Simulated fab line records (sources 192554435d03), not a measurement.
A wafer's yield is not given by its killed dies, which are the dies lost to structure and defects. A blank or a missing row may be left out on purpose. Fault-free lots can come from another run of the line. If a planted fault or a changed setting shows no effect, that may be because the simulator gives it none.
Code-filled problem report in 8D (eight disciplines) form -- flow n5Finfet -- the parts of the form that need people (team, actions taken, sign-off) are left out

1. WHAT IS WRONG
Mean of runLengthS at N5_BEOL_M0_SAQP_ETCH_84: 183.2 s across 2 wafers in 2 lots; on wafers with no fault it is 173.2 s (standard deviation 0.44). Measured from the usual mean, that is +23 standard deviations.
The step: etches SOC in N2/H2, target depth 100 nm, overetch 20 nm, time 150 s.
Earliest sighting: wafer L186.3 on rieDiel-06 at day 9 12:31. Wafers with a number at this step in the record: 28, from 10 lots. Rule for "out" (also "out of limits"): further than 4 standard deviations from the usual mean. The other wafers with a number count as sound.

2. WHAT IT IS AND WHAT IT IS NOT
question,is,is not
which readings at this step,runLengthS,"drypumpMotorCurrentA, oesProductAu, rfVppV, showerheadPlenumPTorr, throttleValvePct"
which lots,"L186, L187","L173, L174, L175, L177, L188, L189, L191, L192"
which wafers of those lots,"L186.3, L187.3","L186.2, L187.1"
read on which tools,rieDiel-06,"rieDiel-01, rieDiel-03"
when,from day 9 12:31,"up to then (13 sound wafers); but 13 sound wafers of L187, L188, L189, L191, L192 came after"

3. WHAT RULES OUT EACH SUSPECT
Counting: if a tool at a process step up to the reading ran every lot that is out, it stays a suspect. Sound lots after the first of them don't rule it out here, since some wafers of a struck lot are sound.
- rieDiel-06 at N5_BEOL_M0_SAQP_ETCH_84 (etches SOC in N2/H2, target depth 100 nm, overetch 20 nm, time 150 s): kept. Ran every lot that is out, first one L186 (day 9 12:31); last sound lot up to then L174 (day 6 14:50). On those wafers its own readings are out: runLengthS.
The count leaves rieDiel-06 at N5_BEOL_M0_SAQP_ETCH_84.

4. THE CAUSE (what the simulator had put in)
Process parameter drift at N5_BEOL_M0_SAQP_ETCH_84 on rieDiel-06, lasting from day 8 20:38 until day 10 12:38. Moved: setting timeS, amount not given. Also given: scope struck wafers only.
Only this tool survived the counting.

5. SEQUENCE OF EFFECTS, ordered by route
Each row: a reading whose mean over the struck wafers that have a number lies more than 3 standard deviations from the usual. Only readings whose record carries a usual standard deviation are examined. hours: median over the lots of the time between each lot's start at the first step of this table that gives one and its start at this step. sigmas: the change, counted in usual standard deviations.
hours,step,reading,usual,on struck wafers,change,sigmas
0,N5_BEOL_M0_SAQP_ETCH_84,runLengthS,173.2 s,183.2,+10.1,+23
The process steps in it:
- N5_BEOL_M0_SAQP_ETCH_84: etches SOC in N2/H2, target depth 100 nm, overetch 20 nm, time 150 s.
Later steps that measure or inspect, where all struck wafers having a row at the step show a number for every such reading and not one has moved that far: N5_BEOL_M0_SAQP_CD_MEAS_25, N5_BEOL_M4_RC_MEAS_101.

6. WHAT WOULD HAVE CAUGHT IT SOONER
First out-of-limits reading in this record: day 9 12:31, which is 16 hours after fault onset at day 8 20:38.
